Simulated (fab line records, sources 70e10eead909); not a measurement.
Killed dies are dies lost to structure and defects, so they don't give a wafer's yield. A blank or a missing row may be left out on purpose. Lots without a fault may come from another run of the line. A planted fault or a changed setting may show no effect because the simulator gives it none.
Problem report in the 8D (eight disciplines) form, filled by code | flow nand_harc | the parts of the form that need people (team, actions taken, sign-off) are left out

1. THE PROBLEM
oes_product_au at NHARC_A_BONDPAD_ETCH_24 reads a mean of 0.823 a.u. on 1 wafer of 1 lot; wafers without a fault read 1.001 a.u. with a standard deviation of 0.0066. That is -27 standard deviations from the usual mean.
The step: etches the open film in CF4/N2, target depth 30 nm, time 72.99 s.
First seen on wafer L253.2, day 30 21:02, on rie_diel-12. The record holds 39 wafers of 13 lots with a number at this step. Rule for "out", or "out of limits": more than 4 standard deviations from the usual mean. The other wafers with a number count as sound.

2. WHAT IT IS AND WHAT IT IS NOT
question                    | is                | is not
which readings at this step | oes_product_au    | cf4_flow_sccm, drypump_motor_current_A, rf_vpp_V, showerhead_plenum_p_Torr, throttle_valve_pct
which lots                  | L253              | L235, L236, L237, L238, L239, L240, L241, L244, L247, L256, L257, L258
which wafers of those lots  | L253.2            | L253.3, L253.4
read on which tools         | rie_diel-12       | rie_diel-04, rie_diel-05
when                        | from day 30 21:02 | up to then (29 sound wafers); but 9 sound wafers of L256, L257, L258 came after

3. SUSPECTS, AND WHAT RULES EACH OUT
Counting: a tool at a process step up to the reading stays a suspect if it ran every lot that is out. Sound lots after the first of them don't rule it out here, since some wafers of a struck lot are sound.
- rie_diel-05 at NHARC_A_BONDPAD_DESCUM_11 (chemistry O2, time 3 s): kept. It ran the lot that is out, L253 (day 30 20:30); its last sound lot up to then is L244 (day 27 12:08).
- rie_diel-12 at NHARC_A_BONDPAD_ETCH_24 (etches the open film in CF4/N2, target depth 30 nm, time 72.99 s): kept. It ran the lot that is out, L253 (day 30 21:02); its last sound lot up to then is L244 (day 27 12:41). Its own readings are out on those wafers: oes_product_au.
- Within rie_diel-05 at NHARC_A_BONDPAD_DESCUM_11: the wafers that are out ran in chamber 3; their sound lot-mates ran in chambers 1, 2.
- Within rie_diel-12 at NHARC_A_BONDPAD_ETCH_24: the wafers that are out ran in chamber 0; their sound lot-mates ran in chambers 1, 3.
Left after counting: rie_diel-05 at NHARC_A_BONDPAD_DESCUM_11, rie_diel-12 at NHARC_A_BONDPAD_ETCH_24.

4. THE CAUSE (what the simulator had put in)
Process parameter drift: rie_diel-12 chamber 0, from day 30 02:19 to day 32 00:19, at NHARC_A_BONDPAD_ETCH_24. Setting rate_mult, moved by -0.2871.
Counting left 2 suspects, and this tool is among them.

5. THE CHAIN OF EFFECTS, in route order
Each row: a reading whose mean over the struck wafers that have a number lies more than 3 standard deviations from the usual. Only readings for which the record gives a usual standard deviation are gone through. hours: the time from each lot's start at the first step in this table that gives one to its start at this step, as a median over the lots. sigmas: the change in usual standard deviations.
hours | step                    | reading        | usual      | on struck wafers | change | sigmas
0     | NHARC_A_BONDPAD_ETCH_24 | oes_product_au | 1.001 a.u. | 0.823            | -0.178 | -27
The process steps in it:
- NHARC_A_BONDPAD_ETCH_24: etches the open film in CF4/N2, target depth 30 nm, time 72.99 s.

6. WHAT WOULD HAVE CAUGHT IT SOONER
In this record the first reading out of limits was taken at day 30 21:02, 19 hours after the fault began at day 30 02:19.
